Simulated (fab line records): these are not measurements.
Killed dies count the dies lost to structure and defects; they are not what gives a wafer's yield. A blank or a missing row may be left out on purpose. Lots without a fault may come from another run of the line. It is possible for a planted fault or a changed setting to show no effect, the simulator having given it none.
fab line records | flow n5Finfet | part 1 of 2: steps 1 to 4 of 6
record lots=20 wafers=60 lastDay=18
route steps=1938 shown GATE_CUT@468
lots that met no fault: taken from a fault-free run of the same line
startH: the number of hours between the record's first day and the start of the first shown wafer of the lot | waitH: hours from the lot's prior step to this one | " the same as in the row above | L1.1+2: a single row standing in for several wafers | - no value, or no start was given | * or withheld: withheld | < > ~ a bound
route shown NAME@n: NAME is a module with steps in the file, n the number in the route of the first one | usual: mean/standard deviation taken from wafers without a fault | same: alike in all rows | chamber/n: place in a boat | sites: each site's reading | _std_site: standard deviation of those values | _edge_site: outer sites' mean less inner sites' | radiusMm: how far each site lies from the wafer's centre | mask NAME#n: copy n | behind: the most recent tool/chamber to have shaped the wafer | hold: cause of the lot's hold/its duration in hours/its outcome | device: names the non-switching transistor (n, p or np) | end of line: the same wafers' tests at the end of the route | where a step has no rows: the recipe by itself | killed: dies lost to structure and defects at the first sort, not the wafer's yield | map: per-die view of a wafer (x killed, . not killed, _ where there is no die)
set.NAME: setting as actually run; set.NAME@STEP: the setting as run at that earlier step | model.NAME: the simulator's own value behind a step, which no gauge read
route steps across a sampled set of lots; one table per step, one row per wafer
services: when a tool's chamber went out of use (startH, in hours from the record's first day, below 0 if earlier), for how many hours, and the reason
## steps
# step N5_GATE_CUT_VAPOR_ETCH_60
# recipe chemistry=BCl3/Cl2 target=HfO2 mode=isotropic
# usual drypumpMotorCurrentA=5.8/0.34 oesProductAu=0.77/0.09
# columns lot.wafer tool chamber startH waitH drypumpMotorCurrentA oesProductAu
L074.1 rieMetal-01 0 78.18 0.0 5.7 0.91
L074.3 " 1 " " 6.1 0.67
L074.6 " 1 " " 6.1 0.68
L075.1 rieMetal-01 1 88.38 0.0 6.1 0.68
L075.3 " 1 " " 6.1 0.68
L075.4 " 0 " " 5.7 0.89
L077.1 rieMetal-03 1 99.60 0.0 5.9 0.80
L077.3 " 0 " " 6.6 0.89
L077.6 " 1 " " 5.9 0.81
L076.1 rieMetal-01 0 100.14 0.0 5.7 0.89
L076.3 " 0 " " 5.6 0.90
L076.6 " 1 " " 6.1 0.67
L078.2 rieMetal-01 0 105.71 0.0 5.8 0.89
L078.4 " 0 " " 5.7 0.89
L078.5 " 0 " " 5.7 0.89
L080.2 rieMetal-01 1 117.54 0.0 6.1 0.67
L080.4 " 0 " " 5.7 0.89
L080.5 " 1 " " 6.1 0.67
L081.1 rieMetal-02 0 120.44 0.0 5.6 0.79
L081.4 " 1 " " 5.3 0.70
L081.5 " 0 " " 5.6 0.79
L082.1 rieMetal-02 0 128.61 0.0 5.6 0.79
L082.3 " 1 " " 5.4 0.70
L082.5 " 1 " " 5.4 0.70
L083.1 rieMetal-02 0 133.93 0.0 5.6 0.80
L083.5 " 1 " " 5.3 0.69
L083.6 " 0 " " 5.6 0.78
L084.2 rieMetal-01 0 140.75 0.0 5.7 0.87
L084.3 " 1 " " 6.1 0.67
L084.5 " 0 " " 5.7 0.88
L085.3 rieMetal-02 1 146.46 0.0 5.4 0.70
L085.5 " 1 " " 5.4 0.69
L085.6 " 0 " " 5.6 0.79
L086.1 rieMetal-01 1 158.84 0.0 6.1 0.66
L086.3 " 1 " " 6.1 0.65
L086.4 " 0 " " 5.7 0.86
L087.2 rieMetal-02 1 159.54 0.0 5.4 0.69
L087.3 " 1 " " 5.3 0.69
L087.5 " 1 " " 5.4 0.69
L088.1 rieMetal-01 0 165.88 0.0 5.7 0.86
L088.4 " 0 " " 5.7 0.86
L088.5 " 0 " " 5.7 0.86
L091.3 rieMetal-01 0 182.35 0.0 5.7 0.86
L091.4 " 1 " " 6.1 0.65
L091.6 " 0 " " 5.7 0.86
L090.1 rieMetal-03 0 183.25 0.0 6.6 0.86
L090.3 " 0 " " 6.6 0.87
L090.5 " 1 " " 5.9 0.80
L093.3 rieMetal-01 1 202.81 0.0 6.1 0.65
L093.4 " 0 " " 5.7 0.84
L093.6 " 1 " " 6.1 0.65
L094.1 rieMetal-03 0 206.94 0.0 6.6 0.86
L094.5 " 0 " " 6.6 0.86
L094.6 " 1 " " 5.9 0.80
L096.1 rieMetal-01 0 219.57 0.0 5.7 0.84
L096.5 " 0 " " 5.6 0.84
L096.6 " 1 " " 6.1 0.64
L097.1 rieMetal-03 0 223.72 0.0 6.6 0.85
L097.2 " 1 " " 5.9 0.79
L097.3 " 0 " " 6.6 0.85
# step N5_GATE_CUT_STRIP_59
# recipe chemistry=N2/H2 timeS=20 powerW=100 tempC=40 pressureMtorr=100 rfFrequencyHz=6e+07 biasPowerW=3 n2FlowSccm=300 h2FlowSccm=300
# usual biasPowerW=3.001/0.0093 drypumpMotorCurrentA=5.6/0.42 oesProductAu=0.82/0.096 rfVppV=45.4/0.91 showerheadPlenumPTorr=3.41/0.088 throttleValvePct=12.18/0.22
# columns lot.wafer tool chamber startH waitH biasPowerW drypumpMotorCurrentA oesProductAu rfHoursCounterH rfVppV showerheadPlenumPTorr throttleValvePct
L074.1 rieDiel-02 3 78.39 0.1 3.011 5.2 0.74 141 43.8 3.54 12.45
L074.3 " 1 " " 3.005 4.9 0.71 222 46.9 3.47 12.31
L074.6 " 2 " " 3.010 5.6 0.78 - 45.1 3.38 11.95
L075.1 rieDiel-05 2 88.53 0.1 3.007 5.5 0.96 11 44.6 3.46 11.92
L075.3 " 3 " " 3.000 5.6 0.68 250 46.7 3.30 12.33
L075.4 " 0 " " 3.008 6.2 0.76 141 46.0 3.52 12.49
L077.1 rieDiel-02 2 99.75 0.1 2.994 5.6 0.78 139 45.7 3.37 11.96
L077.3 " 3 " " 3.005 5.2 0.74 147 45.6 3.53 12.47
L077.6 " 0 " " 2.989 5.4 0.70 - 43.2 3.23 12.47
L076.1 rieDiel-04 1 100.29 0.1 2.995 5.3 0.66 270 45.4 3.32 12.59
L076.3 " 2 " " 2.993 6.4 0.91 24 46.3 3.46 12.21
L076.6 " 2 " " 3.005 6.4 0.91 - 45.6 3.46 12.24
L078.2 rieDiel-04 2 105.88 0.1 2.999 6.4 0.91 27 45.0 3.46 12.23
L078.4 " 2 " " 3.015 6.4 0.91 - 44.7 3.46 12.24
L078.5 " 1 " " 2.971 5.4 0.66 - 44.9 3.32 12.58
L080.2 rieDiel-05 1 117.69 0.1 2.987 5.6 0.77 135 46.5 3.37 12.08
L080.4 " 2 " " 2.984 5.5 0.94 22 45.1 3.46 11.93
L080.5 " 0 " " 3.001 6.2 0.75 - 45.2 3.52 12.51
L081.1 rieDiel-04 2 120.59 0.1 3.014 6.4 0.90 31 46.1 3.45 12.22
L081.4 " 3 " " 2.998 5.7 0.92 - 46.0 3.48 12.16
L081.5 " 0 " " 2.995 5.9 0.80 - 45.4 3.38 12.02
L082.1 rieDiel-02 3 128.76 0.1 3.002 5.2 0.73 156 45.8 3.53 12.50
L082.3 " 0 " " 3.006 5.4 0.69 241 45.1 3.23 12.48
L082.5 " 0 " " 2.996 5.4 0.69 - 43.8 3.23 12.51
L083.1 rieDiel-02 2 134.08 0.1 2.999 5.6 0.76 149 47.2 3.37 11.99
L083.5 " 2 " " 3.000 5.6 0.76 - 45.9 3.37 11.98
L083.6 " 3 " " 2.998 5.2 0.72 - 45.7 3.53 12.50
L084.2 rieDiel-05 0 140.90 0.1 3.012 6.2 0.75 158 44.2 3.51 12.54
L084.3 " 2 " " 3.012 5.5 0.93 27 44.5 3.45 11.96
L084.5 " 2 " " 2.992 5.5 0.93 - 46.5 3.45 11.94
L085.3 rieDiel-02 3 146.61 0.1 3.002 5.2 0.74 161 46.2 3.52 12.50
L085.5 " 0 " " 3.003 5.4 0.69 - 44.8 3.22 12.49
L085.6 " 1 " " 3.012 5.0 0.69 - 45.0 3.46 12.36
L086.1 rieDiel-04 3 158.99 0.1 3.004 5.7 0.88 33 44.6 3.47 12.19
L086.3 " 2 " " 3.016 6.4 0.87 42 44.8 3.45 12.27
L086.4 " 0 " " 2.995 5.9 0.77 133 44.9 3.37 12.05
L087.2 rieDiel-02 2 159.69 0.1 3.012 5.6 0.76 155 44.6 3.36 12.01
L087.3 " 1 " " 2.991 4.9 0.69 245 45.2 3.45 12.37
L087.5 " 2 " " 2.993 5.6 0.76 - 44.7 3.36 12.00
L088.1 rieDiel-04 3 166.03 0.1 2.989 5.7 0.90 34 45.9 3.47 12.20
L088.4 " 0 " " 2.994 5.9 0.78 134 45.7 3.37 12.05
L088.5 " 0 " " 2.992 5.9 0.78 - 45.9 3.37 12.04
L091.3 rieDiel-04 2 182.50 0.1 3.019 6.4 0.87 48 46.8 3.45 12.28
L091.4 " 3 " " 3.005 5.7 0.88 38 47.2 3.47 12.20
L091.6 " 0 " " 3.005 5.9 0.78 - 45.2 3.37 12.07
L090.1 rieDiel-04 2 183.41 0.1 3.004 6.4 0.88 48 44.4 3.45 12.29
L090.3 " 3 " " 3.003 5.7 0.88 38 44.8 3.47 12.22
L090.5 " 1 " " 3.016 5.4 0.94 - 45.6 3.31 11.93
L093.3 rieDiel-04 2 202.95 0.1 2.995 6.4 0.86 53 45.7 3.44 12.30
L093.4 " 3 " " 3.019 5.7 0.86 44 45.4 3.46 12.23
L093.6 " 3 " " 3.016 5.7 0.87 - 43.7 3.46 12.22
L094.1 rieDiel-02 2 207.10 0.1 3.011 5.6 0.75 169 45.8 3.36 12.04
L094.5 " 0 " " 2.992 5.4 0.97 - 46.4 3.63 11.89
L094.6 " 2 " " 2.993 5.6 0.74 - 44.8 3.36 12.03
L096.1 rieDiel-04 3 219.73 0.1 3.006 5.7 0.86 49 45.4 3.46 12.23
L096.5 " 2 " " 3.001 6.4 0.85 - 46.1 3.44 12.30
L096.6 " 1 " " 2.998 5.3 0.91 - 45.4 3.31 11.96
L097.1 rieDiel-02 2 224.10 0.1 2.995 5.6 0.76 174 45.1 3.35 12.05
L097.2 " 0 " " 3.008 5.4 0.95 12 45.3 3.62 11.91
L097.3 " 1 " " 3.010 4.9 0.99 4 45.8 3.45 11.76
# step N5_GATE_CUT_SAC_CAP_01
# recipe material=SiNx targetThkA=240 tempC=400 aldPrecursorFamily=SiH2I2 aldCoReactant=N2/H2-plasma pulseTimeS=1 aldCycles=480 purgeTimeS=2 coReactantPurgeTimeS=2 pressureTorr=2
# usual heaterPowerOuterW=546/66 heaterPowerW=872/100 precursorPulseHeightRel=1.001/0.02
# columns lot.wafer tool chamber startH waitH heaterPowerOuterW heaterPowerW precursorPulseHeightRel sinceWetCleanH
L074.1 aldSin-04 1 78.60 0.0 630 1032 0.979 177
L074.3 " 0 " " 469 755 1.011 177
L074.6 " 2 79.69 1.1 578 956 1.020 -
L075.1 aldSin-04 2 90.22 1.5 580 970 1.013 188
L075.3 " 3 " " 529 791 1.003 188
L075.4 " 0 " " 465 759 1.011 188
L077.1 aldSin-03 1 99.98 0.0 521 927 1.025 289
L077.3 " 2 " " 469 688 1.001 289
L077.6 " 3 101.06 1.1 490 840 1.001 -
L076.1 aldSin-01 0 100.51 0.0 584 945 0.994 92
L076.3 " 3 " " 512 791 0.978 92
L076.6 " 3 101.60 1.1 512 777 0.995 -
L078.2 aldSin-01 2 106.10 0.0 670 1007 0.998 98
L078.4 " 0 " " 587 964 1.036 98
L078.5 " 0 107.18 1.1 589 955 0.985 -
L080.2 aldSin-01 3 117.90 0.0 520 772 1.017 110
L080.4 " 0 " " 600 976 0.997 110
L080.5 " 2 118.99 1.1 668 1002 1.015 -
L081.1 aldSin-03 0 121.02 0.2 448 785 0.989 310
L081.4 " 3 " " 488 826 1.006 310
L081.5 " 1 122.10 1.3 510 884 0.981 -
L082.1 aldSin-01 1 128.97 0.0 518 825 1.007 121
L082.3 " 3 " " 507 786 0.972 121
L082.5 " 1 130.06 1.1 500 839 0.989 -
L083.1 aldSin-04 1 134.33 0.1 631 996 0.990 233
L083.5 " 2 135.42 1.2 592 1025 0.982 -
L083.6 " 1 " " 638 985 1.024 -
L084.2 aldSin-04 3 141.12 0.0 548 803 0.974 239
L084.3 " 2 " " 589 977 1.002 239
L084.5 " 3 142.20 1.1 538 771 1.018 -
L085.3 aldSin-01 3 146.82 0.0 498 789 1.047 139
L085.5 " 0 147.91 1.1 597 959 1.009 -
L085.6 " 3 " " 515 782 0.992 -
L086.1 aldSin-01 2 159.22 0.0 667 977 1.019 151
L086.3 " 3 " " 525 792 0.995 151
L086.4 " 1 " " 518 830 1.004 151
L087.2 aldSin-03 0 159.92 0.0 454 767 1.015 349
L087.3 " 3 " " 483 822 0.984 349
L087.5 " 2 161.00 1.1 461 719 0.997 -
L088.1 aldSin-04 2 166.28 0.1 596 985 0.995 265
L088.4 " 1 " " 625 1007 1.025 265
L088.5 " 3 167.37 1.2 538 800 1.002 -
L091.3 aldSin-01 0 182.71 0.0 596 957 0.999 174
L091.4 " 3 183.80 1.1 513 789 1.038 -
L091.6 " 0 " " 603 923 0.948 -
L090.1 aldSin-04 1 183.63 0.0 635 1011 1.015 282
L090.3 " 2 " " 571 983 1.016 282
L090.5 " 0 184.72 1.1 460 791 0.990 -
L093.3 aldSin-03 2 203.17 0.0 480 720 0.999 13
L093.4 " 3 " " 488 830 0.987 13
L093.6 " 2 204.25 1.1 477 730 0.998 -
L094.1 aldSin-03 0 207.48 0.2 477 828 1.021 17
L094.5 " 0 208.56 1.3 483 799 0.963 -
L094.6 " 3 " " 499 830 1.007 -
L096.1 aldSin-03 3 219.95 0.0 494 821 1.013 30
L096.5 " 3 221.03 1.1 493 829 1.021 -
L096.6 " 2 " " 471 724 0.994 -
L097.1 aldSin-03 2 224.31 0.0 481 727 0.977 34
L097.2 " 3 " " 496 865 1.014 34
L097.3 " 1 " " 519 914 1.034 34
# step N5_GATE_CUT_STRIP_41
# recipe chemistry=CF4 resist=SiARC powerW=300 biasPowerW=75 pressureMtorr=50 cf4FlowSccm=150 rfFrequencyHz=6e+07
# usual biasPowerW=74.97/0.21 drypumpMotorCurrentA=5.7/0.38 oesProductAu=0.186/0.02 rfVppV=271.4/1.2 showerheadPlenumPTorr=1.81/0.043 throttleValvePct=13.55/0.19
# columns lot.wafer tool chamber startH waitH biasPowerW drypumpMotorCurrentA oesProductAu rfHoursCounterH rfVppV showerheadPlenumPTorr throttleValvePct
L074.1 rieDiel-04 2 81.91 0.0 74.81 6.4 0.211 18 271.7 1.85 13.54
L074.3 " 0 " " 74.85 5.9 0.178 105 270.6 1.79 13.31
L074.6 " 0 " " 74.99 5.9 0.176 - 271.3 1.79 13.29
L075.1 rieDiel-04 2 93.63 0.0 74.83 6.4 0.210 22 271.7 1.85 13.55
L075.3 " 1 " " 74.52 5.4 0.154 268 270.4 1.75 13.79
L075.4 " 2 " " 74.97 6.4 0.221 - 272.1 1.85 13.55
L077.1 rieDiel-04 0 103.52 0.0 75.37 5.9 0.181 113 270.9 1.79 13.30
L077.3 " 2 " " 74.71 6.3 0.206 26 272.2 1.84 13.56
L077.6 " 1 " " 75.28 5.4 0.156 - 270.1 1.75 13.79
L076.1 rieDiel-02 2 104.49 0.0 74.94 5.6 0.175 141 271.7 1.81 13.49
L076.3 " 1 " " 75.44 4.9 0.170 229 273.1 1.84 13.71
L076.6 " 2 " " 74.51 5.6 0.174 - 272.6 1.81 13.48
L078.2 rieDiel-05 3 109.50 0.0 75.38 5.6 0.231 1 270.7 1.77 13.26
L078.4 " 1 " " 74.92 5.6 0.175 134 271.9 1.80 13.48
L078.5 " 1 " " 75.42 5.6 0.171 - 272.1 1.80 13.49
L080.2 rieDiel-05 1 121.41 0.0 75.09 5.6 0.178 136 272.6 1.80 13.49
L080.4 " 0 " " 74.73 6.2 0.180 152 273.4 1.85 13.78
L080.5 " 0 " " 74.69 6.2 0.172 - 272.3 1.85 13.79
L081.1 rieDiel-04 3 124.68 0.0 74.75 5.7 0.206 20 272.3 1.84 13.57
L081.4 " 3 " " 74.76 5.7 0.206 - 271.4 1.84 13.57
L081.5 " 2 " " 74.80 6.3 0.199 - 272.6 1.84 13.57
L082.1 rieDiel-04 2 132.26 0.0 74.76 6.4 0.208 36 272.7 1.84 13.58
L082.3 " 3 " " 75.06 5.7 0.209 23 271.4 1.84 13.59
L082.5 " 3 " " 74.74 5.7 0.203 - 272.6 1.84 13.57
L083.1 rieDiel-05 2 137.67 0.0 74.88 5.5 0.213 26 271.2 1.83 13.40
L083.5 " 2 " " 74.78 5.5 0.208 - 272.5 1.83 13.38
L083.6 " 3 " " 74.84 5.6 0.218 - 271.1 1.76 13.28
L084.2 rieDiel-02 0 144.46 0.0 74.68 5.4 0.162 245 269.2 1.71 13.73
L084.3 " 2 " " 74.97 5.5 0.171 152 269.5 1.81 13.51
L084.5 " 3 " " 75.25 5.2 0.169 - 271.4 1.86 13.77
L085.3 rieDiel-02 1 150.12 0.0 75.08 4.9 0.159 242 271.7 1.84 13.75
L085.5 " 1 " " 75.04 4.9 0.165 - 271.4 1.84 13.75
L085.6 " 3 " " 75.11 5.2 0.166 - 274.1 1.86 13.78
L086.1 rieDiel-05 2 162.63 0.0 74.86 5.5 0.214 32 272.7 1.83 13.41
L086.3 " 3 " " 74.62 5.6 0.221 14 269.8 1.76 13.30
L086.4 " 1 " " 75.05 5.6 0.169 147 271.7 1.79 13.52
L087.2 rieDiel-05 2 163.20 0.0 74.74 5.5 0.206 32 270.4 1.83 13.39
L087.3 " 3 " " 74.92 5.5 0.217 14 270.1 1.76 13.30
L087.5 " 0 " " 75.15 6.2 0.171 - 272.1 1.85 13.80
L088.1 rieDiel-04 1 169.59 0.0 75.20 5.4 0.217 7 269.1 1.75 13.21
L088.4 " 3 " " 74.78 5.7 0.201 35 272.3 1.84 13.62
L088.5 " 0 " " 74.81 5.9 0.180 - 271.1 1.78 13.36
L091.3 rieDiel-04 3 186.29 0.0 75.02 5.7 0.198 39 271.9 1.84 13.60
L091.4 " 2 " " 74.98 6.4 0.198 49 271.3 1.84 13.60
L091.6 " 3 " " 74.69 5.7 0.194 - 271.7 1.84 13.61
L090.1 rieDiel-04 2 187.39 0.0 75.12 6.4 0.198 49 271.4 1.84 13.61
L090.3 " 0 " " 75.02 5.9 0.183 140 270.1 1.78 13.37
L090.5 " 0 " " 75.33 5.9 0.175 - 271.9 1.78 13.38
L093.3 rieDiel-05 0 206.90 0.0 74.58 6.2 0.173 176 272.9 1.85 13.84
L093.4 " 1 " " 74.90 5.6 0.172 159 270.5 1.79 13.54
L093.6 " 1 " " 75.27 5.6 0.172 - 271.5 1.79 13.54
L094.1 rieDiel-05 1 210.88 0.0 74.78 5.6 0.166 160 270.6 1.79 13.54
L094.5 " 0 " " 75.28 6.2 0.177 - 270.9 1.85 13.85
L094.6 " 1 " " 74.75 5.6 0.171 - 270.8 1.79 13.54
L096.1 rieDiel-05 2 223.60 0.0 75.01 5.5 0.204 53 270.2 1.83 13.45
L096.5 " 2 " " 75.08 5.5 0.199 - 271.2 1.83 13.47
L096.6 " 0 " " 74.76 6.2 0.163 - 271.3 1.84 13.84
L097.1 rieDiel-04 0 227.64 0.0 74.92 5.9 0.173 151 271.0 1.78 13.39
L097.2 " 2 " " 74.99 6.4 0.194 61 271.6 1.83 13.64
L097.3 " 1 " " 74.57 5.4 0.210 24 270.8 1.75 13.25
